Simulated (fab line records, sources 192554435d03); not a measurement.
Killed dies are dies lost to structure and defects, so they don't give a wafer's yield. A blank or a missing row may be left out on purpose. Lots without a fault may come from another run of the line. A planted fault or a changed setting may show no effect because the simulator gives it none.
Split-lot experiment | flow n5_finfet | 7 lots, 21 wafers read, on a route of 1938 steps

THE SPLIT
At N5_PASSIVATION_ETCH_54 (etches SiO2 in CHF3/O2, target depth 880 nm, time 440 s), the setting bias_w was moved away from the recipe's 170 W on 8 of the 21 wafers read, by -17.7% to +12.6%. The other wafers ran this setting at the recipe's value.

The reading is taken at the split's own step.

THE READING
rf_vpp_V, in V, at N5_PASSIVATION_ETCH_54 (etches SiO2 in CHF3/O2, target depth 880 nm, time 440 s). Fault-free wafers of this fab line usually give 524 V, standard deviation 4.9 V.

wafer  | tool, chamber at the split | bias_w as run, W | against the recipe | rf_vpp_V, V | against lot-mates on the recipe
L076.3 | rie_diel-02, 3             | 191.5            | +12.6%             | 574         | +51
L076.4 | rie_diel-02, 0             | 191.5            | +12.6%             | 569         | +46
L076.6 | rie_diel-02, 3             | 170              | recipe             | 523         | -
L090.1 | rie_diel-01, 0             | 170              | recipe             | 522         | -
L090.2 | rie_diel-01, 3             | 170              | recipe             | 525         | -
L090.3 | rie_diel-01, 2             | 161.6            | -4.9%              | 498         | -26
L092.1 | rie_diel-06, 1             | 170              | recipe             | 523         | -
L092.5 | rie_diel-06, 3             | 170              | recipe             | 534         | -
L092.6 | rie_diel-06, 2             | 170              | recipe             | 529         | -
L094.2 | rie_diel-06, 3             | 170              | recipe             | 535         | -
L094.3 | rie_diel-06, 2             | 139.9            | -17.7%             | 451         | -84
L094.6 | rie_diel-06, 3             | 170              | recipe             | 534         | -
L091.1 | rie_diel-06, 0             | 170              | recipe             | 530         | -
L091.3 | rie_diel-06, 1             | 170              | recipe             | 523         | -
L091.6 | rie_diel-06, 0             | 170              | recipe             | 529         | -
L095.4 | rie_diel-01, 3             | 170              | recipe             | 526         | -
L095.5 | rie_diel-01, 1             | 149.8            | -11.9%             | 472         | -54
L095.6 | rie_diel-01, 2             | 149.8            | -11.9%             | 470         | -56
L096.1 | rie_diel-06, 3             | 170              | recipe             | 535         | -
L096.3 | rie_diel-06, 0             | 157.1            | -7.6%              | 496         | -39
L096.4 | rie_diel-06, 2             | 157.1            | -7.6%              | 494         | -41

THE FIT
A straight line over all 21 wafers: rf_vpp_V changes by +4.16 V for each +1% of bias_w; r = +0.98; the points scatter about the line by 5.6 V.
The same after taking each lot's own level away (the mean of its wafers on the recipe; 21 wafers): +4.43 V for each +1%; r = +0.99; scatter 3.8 V.
On that fit, the largest move of bias_w shifts the reading by 78 V.
The lots' own levels span 523.0 to 535.0 V, that is 2.4 times the standard deviation above.
So the lot-to-lot level changes the slope little: the two slopes agree.
Check: with one of the wafers moved furthest among these (-17.7%) left out of the fit, the line predicts -79 V for it against its lot-mates. It came out at -83.5 V against them.
Tool readings at the split's step, against how far the setting was moved: rf_vpp_V r = +0.98.

OTHER SPLITS ON THESE WAFERS
These wafers also went through other splits before the reading. Each is held against what the fit with the lots' levels taken away leaves over:
other split on the same wafers        | wafers away from the commonest value | r with rf_vpp_V (lot level and that fit taken away)
N5_BEOL_M13_SPUTTER_44 power_w        | 4                                    | -0.22
N5_BEOL_M14_COAT_22 spin_rpm          | 9                                    | +0.22
N5_BEOL_M15_EXPOSE_25 dose_mj         | 8                                    | +0.01
N5_BEOL_M15_DEVELOP_27 develop_time_s | 4                                    | -0.35
N5_PASSIVATION_PASS_ETCH_47 source_w  | 8                                    | -0.02

THE FILE'S OWN FIT
rf_vpp_V changes by +4.56 V for each +1% of bias_w, r = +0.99.
